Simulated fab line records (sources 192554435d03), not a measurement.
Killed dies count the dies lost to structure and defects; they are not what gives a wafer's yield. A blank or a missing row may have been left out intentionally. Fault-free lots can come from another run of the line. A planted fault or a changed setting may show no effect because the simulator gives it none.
fab line records | flow n5-finfet | part 2 of 2: steps 5 to 6 of 6
[record] lots = 24 | wafers = 72 | last-day = 18
route steps=1938 shown PMOS_HMC_CHANNEL_EPI@69 FIN_SAQP@97
lots untouched by any fault: they come from a run of this same line in which no faults occurred
start-h: start of the lot's first displayed wafer, in hours after the record's first day | wait-h: time in hours since the lot's previous step | " the same as in the row above | L1.1+2: several wafers, shown together as one row | - no value present, or no start provided | * or withheld: withheld | < > ~ a bound
route shown NAME@n: NAME is a module with steps in the file, n the number in the route of the first one | usual: average and standard deviation across the fault-free wafers | same: alike in all rows | chamber/n: place in a boat | sites: readings site by site | _std_site: the values' standard deviation | _edge_site: the outer-site mean with the inner-site mean subtracted | radius-mm: for every site, how far away it sits from the centre of the wafer | mask NAME#n: copy n | behind: the last tool/chamber to shape the wafer | hold: why the lot was held/for how many hours/how that ended | device: names the non-switching transistor (n, p or np) | end of line: tests run on the same wafers once the route is complete | a step without rows: its recipe alone | killed: at the first sort, the dies lost to defects and structure; wafer yield is something else | map: a wafer's dies, x killed, . not, _ none there
set.NAME: the setting the step ran with; set.NAME@STEP: the setting that earlier step ran with | model.NAME: the simulator's own value behind a step, which no gauge read
one table for each step of the route and one row for each wafer, over a sample of lots
services: a tool's chamber out of use, with start hour (start-h, from the record's first day; less than 0 if before it), hours out, and reason
[[steps]]
[step N5_FIN_SAQP_RECESS_75]
[recipe] chemistry = HF/NH3 | target = SiO2 | target-depth-a = 144 | afs-cycles = 3 | temp-c = 30 | sublimation-temp-c = 180 | sublimation-time-s = 60
[usual] drypump-motor-current-A = 6.09/0.23 | foreline-p-Torr = 0.1281/0.00036
lot.wafer | tool          | chamber | start-h | wait-h | drypump-motor-current-A | foreline-p-Torr
L074.2    | vapor-etch-01 | 0       | 22.43   | 0.0    | 5.90                    | 0.1283
L074.4    | "             | 0       | "       | "      | 5.92                    | 0.1283
L074.5    | "             | 1       | "       | "      | 5.87                    | 0.1286
L075.1    | vapor-etch-02 | 0       | 28.46   | 0.0    | 6.44                    | 0.1277
L075.4    | "             | 0       | "       | "      | 6.45                    | 0.1278
L075.6    | "             | 0       | "       | "      | 6.44                    | 0.1281
L076.2    | vapor-etch-01 | 1       | 34.47   | 0.0    | 5.88                    | 0.1274
L076.5    | "             | 0       | "       | "      | 5.92                    | 0.1278
L076.6    | "             | 1       | "       | "      | 5.87                    | 0.1284
L077.1    | vapor-etch-02 | 0       | 41.02   | 0.0    | 6.43                    | 0.1279
L077.4    | "             | 0       | "       | "      | 6.42                    | 0.1281
L077.6    | "             | 0       | "       | "      | 6.42                    | 0.1278
L078.1    | vapor-etch-02 | 1       | 47.10   | 0.0    | 6.29                    | 0.1279
L078.3    | "             | 1       | "       | "      | 6.29                    | 0.1284
L078.6    | "             | 1       | "       | "      | 6.31                    | 0.1279
L079.1    | vapor-etch-01 | 0       | 52.82   | 0.0    | 5.92                    | 0.1280
L079.2    | "             | 1       | "       | "      | 5.87                    | 0.1280
L079.3    | "             | 1       | "       | "      | 5.87                    | 0.1279
L080.3    | vapor-etch-01 | 0       | 59.70   | 0.3    | 5.90                    | 0.1279
L080.4    | "             | 1       | "       | "      | 5.88                    | 0.1278
L080.5    | "             | 0       | "       | "      | 5.91                    | 0.1287
L081.1    | vapor-etch-02 | 1       | 64.30   | 0.0    | 6.28                    | 0.1282
L081.5    | "             | 1       | "       | "      | 6.30                    | 0.1282
L081.6    | "             | 1       | "       | "      | 6.29                    | 0.1282
L082.1    | vapor-etch-01 | 1       | 71.01   | 0.0    | 5.87                    | 0.1268
L082.5    | "             | 0       | "       | "      | 5.91                    | 0.1281
L082.6    | "             | 1       | "       | "      | 5.88                    | 0.1278
L083.2    | vapor-etch-01 | 0       | 76.82   | 0.0    | 5.91                    | 0.1280
L083.3    | "             | 1       | "       | "      | 5.89                    | 0.1287
L083.4    | "             | 0       | "       | "      | 5.92                    | 0.1282
L084.1    | vapor-etch-01 | 0       | 82.12   | 0.0    | 5.90                    | 0.1278
L084.2    | "             | 1       | "       | "      | 5.89                    | 0.1272
L084.3    | "             | 1       | "       | "      | 5.89                    | 0.1277
L085.1    | vapor-etch-01 | 1       | 88.82   | 0.0    | 5.89                    | 0.1277
L085.3    | "             | 1       | "       | "      | 5.89                    | 0.1285
L085.4    | "             | 0       | "       | "      | 5.90                    | 0.1285
L086.1    | vapor-etch-02 | 0       | 94.52   | 0.2    | 6.42                    | 0.1281
L086.3    | "             | 0       | "       | "      | 6.41                    | 0.1281
L086.5    | "             | 0       | "       | "      | 6.45                    | 0.1279
L087.3    | vapor-etch-02 | 1       | 104.19  | 0.1    | 6.26                    | 0.1280
L087.4    | "             | 0       | "       | "      | 6.43                    | 0.1281
L087.5    | "             | 1       | "       | "      | 6.28                    | 0.1278
L088.1    | vapor-etch-01 | 1       | 106.97  | 0.0    | 5.87                    | 0.1281
L088.2    | "             | 0       | "       | "      | 5.92                    | 0.1278
L088.5    | "             | 1       | "       | "      | 5.89                    | 0.1283
L089.1    | vapor-etch-01 | 1       | 112.66  | 0.0    | 5.90                    | 0.1286
L089.4    | "             | 1       | "       | "      | 5.89                    | 0.1284
L089.6    | "             | 0       | "       | "      | 5.94                    | 0.1278
L090.1    | vapor-etch-01 | 1       | 119.46  | 0.0    | 5.88                    | 0.1286
L090.2    | "             | 0       | "       | "      | 5.92                    | 0.1275
L090.3    | "             | 1       | "       | "      | 5.89                    | 0.1284
L091.1    | vapor-etch-02 | 1       | 125.58  | 0.0    | 6.30                    | 0.1277
L091.3    | "             | 1       | "       | "      | 6.27                    | 0.1279
L091.6    | "             | 1       | "       | "      | 6.27                    | 0.1280
L092.1    | vapor-etch-01 | 0       | 130.40  | 0.0    | 5.89                    | 0.1276
L092.4    | "             | 0       | "       | "      | 5.89                    | 0.1274
L092.6    | "             | 0       | "       | "      | 5.92                    | 0.1277
L093.3    | vapor-etch-02 | 1       | 136.54  | 0.1    | 6.31                    | 0.1283
L093.4    | "             | 0       | "       | "      | 6.45                    | 0.1277
L093.5    | "             | 0       | "       | "      | 6.48                    | 0.1283
L094.1    | vapor-etch-01 | 0       | 142.72  | 0.0    | 5.92                    | 0.1281
L094.2    | "             | 1       | "       | "      | 5.89                    | 0.1276
L094.5    | "             | 1       | "       | "      | 5.88                    | 0.1275
L095.1    | vapor-etch-02 | 1       | 148.83  | 0.3    | 6.28                    | 0.1281
L095.2    | "             | 0       | "       | "      | 6.46                    | 0.1285
L095.5    | "             | 0       | "       | "      | 6.46                    | 0.1282
L096.1    | vapor-etch-02 | 0       | 155.78  | 0.0    | 6.45                    | 0.1282
L096.2    | "             | 1       | "       | "      | 6.28                    | 0.1279
L096.6    | "             | 0       | "       | "      | 6.46                    | 0.1279
L097.1    | vapor-etch-01 | 0       | 160.99  | 0.0    | 5.93                    | 0.1278
L097.3    | "             | 1       | "       | "      | 5.89                    | 0.1281
L097.5    | "             | 0       | "       | "      | 5.92                    | 0.1281
[step N5_FIN_SAQP_RECESS_71]
[recipe] chemistry = HF/NH3 | target = SiO2 | target-depth-a = 30 | afs-cycles = 1 | temp-c = 30 | sublimation-temp-c = 180 | sublimation-time-s = 60
[usual] drypump-motor-current-A = 6.13/0.24 | foreline-p-Torr = 0.1280/0.00039
lot.wafer | tool          | chamber | start-h | wait-h | drypump-motor-current-A | foreline-p-Torr
L074.2    | vapor-etch-01 | 1       | 24.87   | 0.0    | 5.88                    | 0.1291
L074.4    | "             | 1       | "       | "      | 5.90                    | 0.1291
L074.5    | "             | 0       | "       | "      | 5.92                    | 0.1278
L075.1    | vapor-etch-02 | 1       | 30.80   | 0.0    | 6.31                    | 0.1285
L075.4    | "             | 1       | "       | "      | 6.29                    | 0.1284
L075.6    | "             | 1       | "       | "      | 6.32                    | 0.1278
L076.2    | vapor-etch-02 | 1       | 36.65   | 0.0    | 6.27                    | 0.1279
L076.5    | "             | 0       | "       | "      | 6.44                    | 0.1280
L076.6    | "             | 1       | "       | "      | 6.29                    | 0.1278
L077.1    | vapor-etch-02 | 1       | 43.25   | 0.0    | 6.29                    | 0.1279
L077.4    | "             | 0       | "       | "      | 6.43                    | 0.1280
L077.6    | "             | 0       | "       | "      | 6.44                    | 0.1283
L078.1    | vapor-etch-02 | 0       | 49.57   | 0.0    | 6.44                    | 0.1280
L078.3    | "             | 0       | "       | "      | 6.45                    | 0.1279
L078.6    | "             | 1       | "       | "      | 6.30                    | 0.1278
L079.1    | vapor-etch-01 | 1       | 55.01   | 0.0    | 5.90                    | 0.1288
L079.2    | "             | 0       | "       | "      | 5.90                    | 0.1279
L079.3    | "             | 0       | "       | "      | 5.92                    | 0.1276
L080.3    | vapor-etch-01 | 1       | 62.31   | 0.1    | 5.86                    | 0.1270
L080.4    | "             | 0       | "       | "      | 5.92                    | 0.1284
L080.5    | "             | 1       | "       | "      | 5.88                    | 0.1273
L081.1    | vapor-etch-01 | 0       | 66.99   | 0.0    | 5.90                    | 0.1281
L081.5    | "             | 1       | "       | "      | 5.86                    | 0.1291
L081.6    | "             | 0       | "       | "      | 5.90                    | 0.1276
L082.1    | vapor-etch-01 | 0       | 74.10   | 0.0    | 5.94                    | 0.1282
L082.5    | "             | 1       | "       | "      | 5.85                    | 0.1279
L082.6    | "             | 0       | "       | "      | 5.92                    | 0.1275
L083.2    | vapor-etch-01 | 1       | 79.25   | 0.0    | 5.88                    | 0.1287
L083.3    | "             | 1       | "       | "      | 5.89                    | 0.1291
L083.4    | "             | 0       | "       | "      | 5.91                    | 0.1277
L084.1    | vapor-etch-01 | 1       | 84.32   | 0.0    | 5.87                    | 0.1277
L084.2    | "             | 0       | "       | "      | 5.92                    | 0.1275
L084.3    | "             | 1       | "       | "      | 5.87                    | 0.1272
L085.1    | vapor-etch-02 | 0       | 91.00   | 0.0    | 6.46                    | 0.1284
L085.3    | "             | 0       | "       | "      | 6.45                    | 0.1277
L085.4    | "             | 1       | "       | "      | 6.30                    | 0.1279
L086.1    | vapor-etch-02 | 0       | 96.72   | 0.0    | 6.43                    | 0.1287
L086.3    | "             | 1       | "       | "      | 6.27                    | 0.1280
L086.5    | "             | 0       | "       | "      | 6.44                    | 0.1283
L087.3    | vapor-etch-01 | 1       | 106.49  | 0.1    | 5.90                    | 0.1280
L087.4    | "             | 0       | "       | "      | 5.92                    | 0.1286
L087.5    | "             | 0       | "       | "      | 5.90                    | 0.1278
L088.1    | vapor-etch-01 | 1       | 109.78  | 0.0    | 5.85                    | 0.1280
L088.2    | "             | 0       | "       | "      | 5.92                    | 0.1278
L088.5    | "             | 0       | "       | "      | 5.94                    | 0.1276
L089.1    | vapor-etch-02 | 1       | 114.84  | 0.0    | 6.29                    | 0.1275
L089.4    | "             | 1       | "       | "      | 6.32                    | 0.1277
L089.6    | "             | 1       | "       | "      | 6.31                    | 0.1280
L090.1    | vapor-etch-02 | 0       | 121.85  | 0.0    | 6.45                    | 0.1284
L090.2    | "             | 1       | "       | "      | 6.28                    | 0.1280
L090.3    | "             | 1       | "       | "      | 6.28                    | 0.1280
L091.1    | vapor-etch-02 | 0       | 128.09  | 0.0    | 6.44                    | 0.1279
L091.3    | "             | 0       | "       | "      | 6.47                    | 0.1282
L091.6    | "             | 1       | "       | "      | 6.29                    | 0.1279
L092.1    | vapor-etch-02 | 0       | 132.67  | 0.0    | 6.43                    | 0.1275
L092.4    | "             | 0       | "       | "      | 6.44                    | 0.1279
L092.6    | "             | 0       | "       | "      | 6.44                    | 0.1277
L093.3    | vapor-etch-02 | 0       | 138.72  | 0.1    | 6.46                    | 0.1284
L093.4    | "             | 1       | "       | "      | 6.30                    | 0.1281
L093.5    | "             | 1       | "       | "      | 6.29                    | 0.1278
L094.1    | vapor-etch-02 | 1       | 144.89  | 0.0    | 6.26                    | 0.1279
L094.2    | "             | 0       | "       | "      | 6.45                    | 0.1279
L094.5    | "             | 0       | "       | "      | 6.48                    | 0.1277
L095.1    | vapor-etch-01 | 0       | 151.51  | 0.0    | 5.92                    | 0.1280
L095.2    | "             | 1       | "       | "      | 5.87                    | 0.1282
L095.5    | "             | 0       | "       | "      | 5.92                    | 0.1280
L096.1    | vapor-etch-01 | 1       | 158.26  | 0.0    | 5.87                    | 0.1277
L096.2    | "             | 0       | "       | "      | 5.92                    | 0.1279
L096.6    | "             | 0       | "       | "      | 5.91                    | 0.1277
L097.1    | vapor-etch-01 | 1       | 163.17  | 0.0    | 5.88                    | 0.1279
L097.3    | "             | 0       | "       | "      | 5.93                    | 0.1278
L097.5    | "             | 0       | "       | "      | 5.90                    | 0.1278
[[services]]
tool          | chamber | start-h | hours | kind
rie-diel-06   | 2       | -2.23   | 8.6   | repair
rie-diel-03   | 3       | -0.79   | 4.1   | repair
rie-diel-02   | 3       | 1.24    | 2.4   | repair
rie-si-04     | -       | 5.48    | 2.8   | pm
rie-si-02     | 2       | 10.18   | 44.4  | repair
rie-diel-01   | 0       | 16.69   | 6.4   | repair
rie-si-04     | -       | 22.79   | 1.1   | repair
rie-diel-06   | 1       | 26.36   | -     | clean
rie-diel-06   | 1       | 26.36   | -     | consumable-replace:focus-ring
rie-si-04     | 3       | 41.88   | 2.1   | repair
rie-diel-05   | -       | 47.62   | 0.7   | repair
rie-diel-06   | 2       | 59.96   | 2.2   | repair
vapor-etch-02 | 0       | 60.08   | 22.2  | repair
rie-diel-04   | 1       | 65.80   | 6.9   | repair
vapor-etch-01 | -       | 80.07   | 0.1   | repair
rie-si-01     | 0       | 83.12   | 11.9  | repair
rie-si-02     | 3       | 93.25   | 2.0   | repair
rie-si-04     | 3       | 101.02  | 8.2   | repair
rie-diel-03   | 3       | 101.29  | 10.9  | repair
rie-diel-01   | -       | 109.57  | 5.3   | repair
rie-diel-01   | 1       | 126.45  | 15.1  | repair
rie-diel-05   | 2       | 133.03  | 8.9   | repair
rie-diel-04   | -       | 137.93  | 0.3   | repair
rie-diel-03   | 3       | 146.00  | 3.7   | repair
